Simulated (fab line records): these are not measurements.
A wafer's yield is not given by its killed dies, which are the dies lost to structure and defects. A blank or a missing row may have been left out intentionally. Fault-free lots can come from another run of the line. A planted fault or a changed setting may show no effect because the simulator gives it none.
Matching of chambers | flow n5Finfet | rieDiel-01 running N5_SD_EPI_N_ETCH_35: 4 sister chambers
The step etches SOC in N2/H2, overetch 108 nm, time 486 s. 4 wafers are shown with their chamber, then 10 later ones without.

== WAFERS WITH THEIR CHAMBER ==
wafer  | chamber | showerheadPlenumPTorr (Torr)
L083.5 | 2       | 2.55
L083.6 | 1       | 2.50
L088.1 | 3       | 2.54
L088.5 | 0       | 2.72

== WAFERS MISSING THEIR CHAMBER ==
wafer  | showerheadPlenumPTorr (Torr)
L088.6 | 2.54
L089.1 | 2.55
L089.2 | 2.54
L089.5 | 2.53
L093.1 | 2.49
L093.3 | 2.72
L093.6 | 2.53
L094.1 | 2.49
L094.3 | 2.53
L094.4 | 2.71

== WHICH CHAMBER EACH ONE RAN IN ==
wafer  | from the rows above     | in truth
L088.6 | can't be placed: 3 or 2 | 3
L089.1 | can't be placed: 2 or 3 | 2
L089.2 | can't be placed: 3 or 2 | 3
L089.5 | can't be placed: 3 or 2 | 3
L093.1 | 1                       | 1
L093.3 | 0                       | 0
L093.6 | can't be placed: 3 or 2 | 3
L094.1 | 1                       | 1
L094.3 | can't be placed: 3 or 2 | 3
L094.4 | 0                       | 0
4 of 10 placed correctly. Cannot be placed on the basis of these rows: 6; the candidates contain the true chamber in 6. Placed wrongly: 0.
How it was worked out, from the rows above alone: a wafer's distance from a chamber is the root of the sum, over the readings, of the square of ((its reading less the chamber's mean) divided by the reading's scatter). If the next closest chamber is less than 2 further off than the closest, the wafer can't be placed; otherwise it belongs to the closest. A chamber's mean is the mean of its shown wafers. The scatter: root of mean squared gap, hidden wafer to nearest shown wafer, with one shown wafer a chamber.
